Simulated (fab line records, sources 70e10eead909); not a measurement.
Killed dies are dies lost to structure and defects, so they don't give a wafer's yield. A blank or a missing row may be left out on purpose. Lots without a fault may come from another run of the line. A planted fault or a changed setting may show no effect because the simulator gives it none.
Which tool did it? | flow nand_harc | 24 lots, 72 wafers sampled, at 4 steps of a route of 1302

WHAT THE GAUGES READ, wafer by wafer
NHARC_A_CONTACT_INSPECT_10.
lot  | measured     | on                | raw_defect_count
L075 | day 22 16:58 | defect_inspect-01 | 77 74 66
L074 | day 22 19:51 | defect_inspect-01 | 99 114 82
L076 | day 23 05:00 | defect_inspect-02 | 99 81 110
L077 | day 23 07:35 | defect_inspect-02 | 160 154 136
L079 | day 23 23:22 | defect_inspect-02 | 90 68 89
L078 | day 24 01:17 | defect_inspect-02 | 88 102 105
L080 | day 24 22:35 | defect_inspect-02 | 125 127 120
L082 | day 26 10:38 | defect_inspect-01 | 147 123 115
L081 | day 26 15:37 | defect_inspect-01 | 22 30 31
L083 | day 26 17:22 | defect_inspect-02 | 94 86 73
L084 | day 26 22:15 | defect_inspect-02 | 119 109 123
L085 | day 27 15:05 | defect_inspect-01 | 23 15 22
L086 | day 27 16:46 | defect_inspect-02 | 111 117 111
L088 | day 28 06:23 | defect_inspect-02 | 129 117 125
L089 | day 28 08:22 | defect_inspect-02 | 29 28 30
L087 | day 28 13:53 | defect_inspect-02 | 47 54 52
L090 | day 29 19:17 | defect_inspect-01 | 166 203 159
L091 | day 30 00:17 | defect_inspect-01 | 78 73 85
L092 | day 30 04:52 | defect_inspect-02 | 105 144 119
L093 | day 31 09:37 | defect_inspect-01 | 85 75 92
L094 | day 31 10:35 | defect_inspect-02 | 102 100 75
L095 | day 31 11:37 | defect_inspect-02 | 18 26 11
L096 | day 32 07:39 | defect_inspect-01 | 34 26 26
L097 | day 32 09:12 | defect_inspect-01 | 119 119 126

WHICH TOOL RAN EACH LOT (tool, then ch and the chambers of the sampled wafers, then the start)
lot  | NHARC_A_CONTACT_ETCH_76                       | NHARC_A_CONTACT_ETCH_129             | NHARC_A_CONTACT_ETCH_131
L075 | rie_diel-09 ch 1,2,3, day 22 11:48 or earlier | har_cap_etch-01 ch 0,1, day 22 11:48 | har_cap_etch-01 ch 0,1, day 22 12:10
L074 | rie_diel-09 ch 1,2, day 22 14:47 or earlier   | har_cap_etch-03 ch 0,1, day 22 14:47 | har_cap_etch-03 ch 0,1, day 22 15:08
L076 | rie_diel-09 ch 1,2,3, day 22 19:56 or earlier | har_cap_etch-03 ch 0,1, day 22 19:56 | har_cap_etch-03 ch 0,1, day 22 20:17
L077 | rie_diel-09 ch 0,1,3, day 23 02:05 or earlier | har_cap_etch-01 ch 0,1, day 23 02:05 | har_cap_etch-01 ch 0,1, day 23 02:26
L079 | rie_diel-09 ch 0,1,2, day 23 15:53 or earlier | har_cap_etch-01 ch 0,1, day 23 15:53 | har_cap_etch-01 ch 0,1, day 23 16:14
L078 | rie_diel-04 ch 0,1,2, day 23 16:59 or earlier | har_cap_etch-02 ch 0,1, day 23 16:59 | har_cap_etch-02 ch 0,1, day 23 17:27
L080 | rie_diel-09 ch 1,3, day 24 17:22 or earlier   | har_cap_etch-03 ch 0,1, day 24 17:22 | har_cap_etch-03 ch 0,1, day 24 17:43
L082 | rie_diel-09 ch 0,1,3, day 26 04:12 or earlier | har_cap_etch-03 ch 0,1, day 26 04:12 | har_cap_etch-03 ch 0,1, day 26 04:33
L081 | rie_diel-04 ch 0,3, day 26 05:46 or earlier   | har_cap_etch-01 ch 0,1, day 26 05:46 | har_cap_etch-01 ch 0,1, day 26 06:07
L083 | rie_diel-09 ch 1,2,3, day 26 07:46 or earlier | har_cap_etch-02 ch 0,1, day 26 07:46 | har_cap_etch-02 ch 0,1, day 26 08:07
L084 | rie_diel-07 ch 0,3, day 26 09:44 or earlier   | har_cap_etch-03 ch 0,1, day 26 09:44 | har_cap_etch-03 ch 0,1, day 26 10:05
L085 | rie_diel-07 ch 1,2,3, day 27 07:47 or earlier | har_cap_etch-03 ch 0,1, day 27 07:47 | har_cap_etch-03 ch 0,1, day 27 08:08
L086 | rie_diel-09 ch 0,3, day 27 07:56 or earlier   | har_cap_etch-02 ch 0, day 27 07:56   | har_cap_etch-02 ch 0, day 27 08:18
L088 | rie_diel-09 ch 0,2, day 28 01:06 or earlier   | har_cap_etch-03 ch 0,1, day 28 01:06 | har_cap_etch-03 ch 0,1, day 28 01:27
L089 | rie_diel-09 ch 1,2,3, day 28 02:47 or earlier | har_cap_etch-01 ch 0,1, day 28 02:47 | har_cap_etch-01 ch 0,1, day 28 03:08
L087 | rie_diel-04 ch 0,3, day 28 08:16 or earlier   | har_cap_etch-02 ch 0,1, day 28 08:16 | har_cap_etch-02 ch 0,1, day 28 08:44
L090 | rie_diel-09 ch 1,2,3, day 29 14:09 or earlier | har_cap_etch-02 ch 0,1, day 29 14:09 | har_cap_etch-02 ch 0,1, day 29 14:31
L091 | rie_diel-04 ch 1,2,3, day 29 19:01 or earlier | har_cap_etch-01 ch 1, day 29 19:01   | har_cap_etch-01 ch 1, day 29 19:22
L092 | rie_diel-09 ch 0,1,3, day 29 23:16 or earlier | har_cap_etch-02 ch 0,1, day 29 23:16 | har_cap_etch-02 ch 0,1, day 29 23:37
L093 | rie_diel-09 ch 1,3, day 31 04:30 or earlier   | har_cap_etch-02 ch 0,1, day 31 04:30 | har_cap_etch-02 ch 0,1, day 31 04:52
L094 | rie_diel-04 ch 0,1,3, day 31 05:20 or earlier | har_cap_etch-01 ch 0,1, day 31 05:20 | har_cap_etch-01 ch 0,1, day 31 05:41
L095 | rie_diel-09 ch 0,1,3, day 31 06:18 or earlier | har_cap_etch-03 ch 0, day 31 06:18   | har_cap_etch-03 ch 0, day 31 06:40
L096 | rie_diel-09 ch 0,3, day 31 19:59 or earlier   | har_cap_etch-01 ch 0,1, day 31 19:59 | har_cap_etch-01 ch 0,1, day 31 20:20
L097 | rie_diel-07 ch 1,2, day 31 20:45 or earlier   | har_cap_etch-02 ch 0,1, day 31 20:45 | har_cap_etch-02 ch 0,1, day 31 21:06
- NHARC_A_CONTACT_ETCH_76: etches the open film in N2/H2, target depth 260 nm, time 475.3 s.
- NHARC_A_CONTACT_ETCH_129: etches the open film in C4F8/O2/Ar, time 197 s, target depth 1918 nm.
- NHARC_A_CONTACT_ETCH_131: etches the open film in C4F8/O2/Ar, time 197 s, target depth 1918 nm.

WHAT THE TOOLS THEMSELVES READ (means of the sampled wafers that have a number; where no wafer has one, the mark that the record gives instead)
NHARC_A_CONTACT_ETCH_76.
lot  | tool        | drypump_motor_current_A (A) | mfc_ar_sccm (sccm) | n2_flow_sccm (sccm) | oes_product_au (a.u.) | rf_vpp_V (V) | showerhead_plenum_p_Torr (Torr) | throttle_valve_pct (%)
L075 | rie_diel-09 | 6.0                         | 0.000              | 149.8               | 1.009                 | 429.7        | 2.02                            | 14.173
L074 | rie_diel-09 | 6.0                         | 0.000              | 150.5               | 1.001                 | 428.6        | 1.94                            | 14.171
L076 | rie_diel-09 | 6.0                         | 0.000              | 150.4               | 1.001                 | 430.2        | 2.02                            | 14.172
L077 | rie_diel-09 | 6.0                         | 0.000              | 149.8               | 1.006                 | 431.0        | 2.03                            | 14.171
L079 | rie_diel-09 | 5.9                         | 0.000              | 149.7               | 0.996                 | 427.9        | 1.94                            | 14.162
L078 | rie_diel-04 | 6.4                         | 0.008              | 149.8               | 1.005                 | 432.8        | 2.09                            | 14.166
L080 | rie_diel-09 | 6.1                         | 0.000              | 149.8               | 0.995                 | 432.5        | 2.10                            | 14.162
L082 | rie_diel-09 | 6.0                         | 0.000              | 150.2               | 0.999                 | 430.1        | 2.02                            | 14.173
L081 | rie_diel-04 | 6.0                         | 0.000              | 150.0               | 0.995                 | 431.7        | 2.13                            | 14.174
L083 | rie_diel-09 | 6.1                         | 0.000              | 150.0               | 0.996                 | 429.0        | 2.01                            | 14.176
L084 | rie_diel-07 | 5.4                         | 0.000              | 150.2               | 0.999                 | 429.7        | 1.99                            | 14.174
L085 | rie_diel-07 | 5.9                         | 0.008              | 149.7               | 1.002                 | 431.5        | 2.05                            | 14.173
L086 | rie_diel-09 | 5.8                         | 0.000              | 150.2               | 0.995                 | 431.7        | 2.08                            | 14.164
L088 | rie_diel-09 | 5.8                         | 0.000              | 150.4               | 0.998                 | 426.6        | 1.92                            | 14.179
L089 | rie_diel-09 | 6.0                         | 0.000              | 150.0               | 1.005                 | 429.8        | 2.01                            | 14.164
L087 | rie_diel-04 | 6.0                         | 0.000              | 149.7               | 1.001                 | 430.9        | 2.04                            | 14.174
L090 | rie_diel-09 | 6.1                         | 0.000              | 150.0               | 1.011                 | 429.9        | 2.01                            | 14.170
L091 | rie_diel-04 | 6.4                         | 0.008              | 150.4               | 0.997                 | 429.2        | 1.99                            | 14.174
L092 | rie_diel-09 | 6.0                         | 0.000              | 150.3               | 1.002                 | 430.4        | 2.02                            | 14.172
L093 | rie_diel-09 | 6.3                         | 0.000              | 150.1               | 1.008                 | 431.0        | 2.03                            | 14.171
L094 | rie_diel-04 | 6.3                         | 0.000              | 149.6               | 1.008                 | 431.9        | 2.07                            | 14.169
L095 | rie_diel-09 | 5.9                         | 0.000              | 149.8               | 1.001                 | 430.3        | 2.02                            | 14.175
L096 | rie_diel-09 | 5.8                         | 0.000              | 149.9               | 0.995                 | 430.0        | 2.08                            | 14.170
L097 | rie_diel-07 | 6.2                         | 0.016              | 150.2               | 0.997                 | 432.1        | 2.10                            | 14.174

NHARC_A_CONTACT_ETCH_129.
lot  | tool            | oes_air_line_au (a.u.)
L075 | har_cap_etch-01 | 0.995
L074 | har_cap_etch-03 | 1.007
L076 | har_cap_etch-03 | 1.007
L077 | har_cap_etch-01 | 0.991
L079 | har_cap_etch-01 | 0.988
L078 | har_cap_etch-02 | 1.004
L080 | har_cap_etch-03 | 0.999
L082 | har_cap_etch-03 | 1.003
L081 | har_cap_etch-01 | 0.987
L083 | har_cap_etch-02 | 1.009
L084 | har_cap_etch-03 | 0.998
L085 | har_cap_etch-03 | 0.982
L086 | har_cap_etch-02 | 0.997
L088 | har_cap_etch-03 | 0.978
L089 | har_cap_etch-01 | 1.008
L087 | har_cap_etch-02 | 1.011
L090 | har_cap_etch-02 | 1.001
L091 | har_cap_etch-01 | 1.017
L092 | har_cap_etch-02 | 1.023
L093 | har_cap_etch-02 | 0.984
L094 | har_cap_etch-01 | 1.013
L095 | har_cap_etch-03 | 0.988
L096 | har_cap_etch-01 | 1.008
L097 | har_cap_etch-02 | 0.999

NHARC_A_CONTACT_ETCH_131.
lot  | tool            | oes_air_line_au (a.u.)
L075 | har_cap_etch-01 | 1.004
L074 | har_cap_etch-03 | 0.982
L076 | har_cap_etch-03 | 1.011
L077 | har_cap_etch-01 | 1.016
L079 | har_cap_etch-01 | 1.002
L078 | har_cap_etch-02 | 1.014
L080 | har_cap_etch-03 | 1.013
L082 | har_cap_etch-03 | 0.999
L081 | har_cap_etch-01 | 1.001
L083 | har_cap_etch-02 | 1.024
L084 | har_cap_etch-03 | 0.998
L085 | har_cap_etch-03 | 1.008
L086 | har_cap_etch-02 | 1.008
L088 | har_cap_etch-03 | 0.983
L089 | har_cap_etch-01 | 0.978
L087 | har_cap_etch-02 | 0.990
L090 | har_cap_etch-02 | 1.002
L091 | har_cap_etch-01 | 1.005
L092 | har_cap_etch-02 | 1.002
L093 | har_cap_etch-02 | 1.028
L094 | har_cap_etch-01 | 1.007
L095 | har_cap_etch-03 | 1.007
L096 | har_cap_etch-01 | 1.004
L097 | har_cap_etch-02 | 1.000

THE ANSWER, worked out from the rows above alone
Rule: what is usual is taken from the lots themselves. Put in order of their means at a reading, lots are off if they are a third of the lots or fewer, leave a main group of 4 or more, and stand apart from it by a gap of 3 or more times the standard deviation of the main group's means; of several such gaps the widest counts. A main group whose means are all the same, to the digits that the tables above print for the reading, isn't used. A lot without any number at a reading at which 4 lots or more have one is off too. The other lots that the step has rows for count as sound. The gauges are gone through in route order, then the tools' own readings, and for those a lot's mean is taken as printed above. The first step at which some lot is off is used, and at that step the reading that is off furthest; a lot without a number counts as furthest.
No lot is off at any reading shown: from this, nothing can be told.

WHAT THE SIMULATOR HAD PUT IN
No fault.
